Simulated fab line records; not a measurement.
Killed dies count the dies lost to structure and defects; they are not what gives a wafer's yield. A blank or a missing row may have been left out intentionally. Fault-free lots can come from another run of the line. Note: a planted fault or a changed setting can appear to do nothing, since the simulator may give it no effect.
Struck lot and sound lot, side by side ; flow n5-finfet ; 13 out of 1938 route steps
Sound: these wafers, L384.3, L384.4, L384.5. Struck: wafer L375.3 (L375.1, L375.5, from the same lot, were not struck and are left out); the cause is given at the end.
For every step that has rows: the tool of each side, followed by ch and its chambers, followed by its first start. Under that, the readings that differ: sound wafers ; struck wafers ; difference of the means ; sigmas: that difference in standard deviations of wafers without a fault.
alike: readings whose means differ by less than 2 such deviations, and words and numbers that are the same on both sides. not compared: withheld readings, readings that some wafer has no value for, bounds like >300 that may hide the same value, and numbers for which the record gives no deviation and whose values overlap.
Wherever a step has rows on one side only, a row that says differs or no value, or a row with sigmas, the two part there. Non-overlapping numbers with no deviation appear without sigmas and do not part them. A reading missing from all wafers of one side parts the sides only when that side holds two or more wafers.

first, 9 steps without rows for these wafers: N5_BEOL_M3_SOFTBAKE_23 (time 60 s); N5_BEOL_M3_EXPOSE_25 (exposes mask V2, defocus 5 nm); N5_BEOL_M3_PEB_26 (peb time 60 s); N5_BEOL_M3_DEVELOP_27 (develop time 30 s); N5_BEOL_M3_DESCUM_33 (chemistry O2, time 7 s); N5_BEOL_M3_ETCH_77 (etches underlayer in N2/H2, target depth 6.5 nm, time 5.2 s); N5_BEOL_M3_ETCH_69 (etches SiARC in CF4, target depth 15.6 nm, time 26 s); N5_BEOL_M3_ALD_98 (deposits SiO2, target thk 2.5 nm, pulse time 1 s, co reactant pulse time 1 s); N5_BEOL_M3_ETCHBACK_99 (etches SiO2 in CHF3, target depth 5 nm, time 10.4 s).
N5_BEOL_M3_ETCH_70: etches SOC in N2/H2, target depth 80 nm, overetch 16 nm, time 120 s.
  sound on rie-diel-06 ch 1,2,3, day 14 06:01; struck on rie-diel-02 ch 2, day 11 20:22
reading;sound;struck;difference;sigmas
run-length-s (s);143.8 142.8 142.8;177.2;+34.1;+67
model.SiARC_of_BEOL_M3_COAT_68.thk-nm (nm);6.6 6.4 6.4;4.8;-1.7;
  alike: bias-w, chamber-pressure-mTorr, drypump-motor-current-A, oes-product-au, rf-vpp-V, showerhead-plenum-p-Torr, throttle-valve-pct
  not compared: rf-hours-counter-h
then, 1 step without rows for these wafers: N5_BEOL_M3_STRIP_71 (strips in N2/H2).
N5_BEOL_M4_RC_MEAS_101:
  sound on prober-02 ch 0, day 14 23:16; struck on prober-01 ch 0, day 12 22:10
reading;sound;struck;difference;sigmas
IOFF_N (nA/um);0.131 0.171 0.191;0.241;+0.077;+3
  alike: DIBL_N, DIBL_P, IOFF_P, ION_N, ION_P, SS_N, SS_P, VT_N, VT_P
-- record jumps: 5 days separate the struck wafers' starts on either side; left off in module BEOL_M4, taken up again in module PASSIVATION, whose first shown step is the route's number 1936 --
N5_PASSIVATION_PROBE_49:
  sound on prober-01, day 19 19:02; struck on prober-02, day 17 15:14
reading;sound;struck;difference;sigmas
killed-short;39 47 33;24;-16;-2
  alike: defect-limited-yield, killed_at_M0_to_M3, killed_at_M4_up, killed-at-contacts, killed-at-front-end, killed-at-other, killed-dies, killed-open, sort_bin_5_function, sort_bin_6_memory, sort_bin_8_speed, sort-n-pass, sort-yield-pct

== WHERE THEY PART ==
At N5_BEOL_M3_ETCH_70 first; at N5_PASSIVATION_PROBE_49 last (within this record only).

WHY: the cause the simulator had injected
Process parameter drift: rie-diel-02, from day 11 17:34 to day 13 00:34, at N5_BEOL_M3_ETCH_70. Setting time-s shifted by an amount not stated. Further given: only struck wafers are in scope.
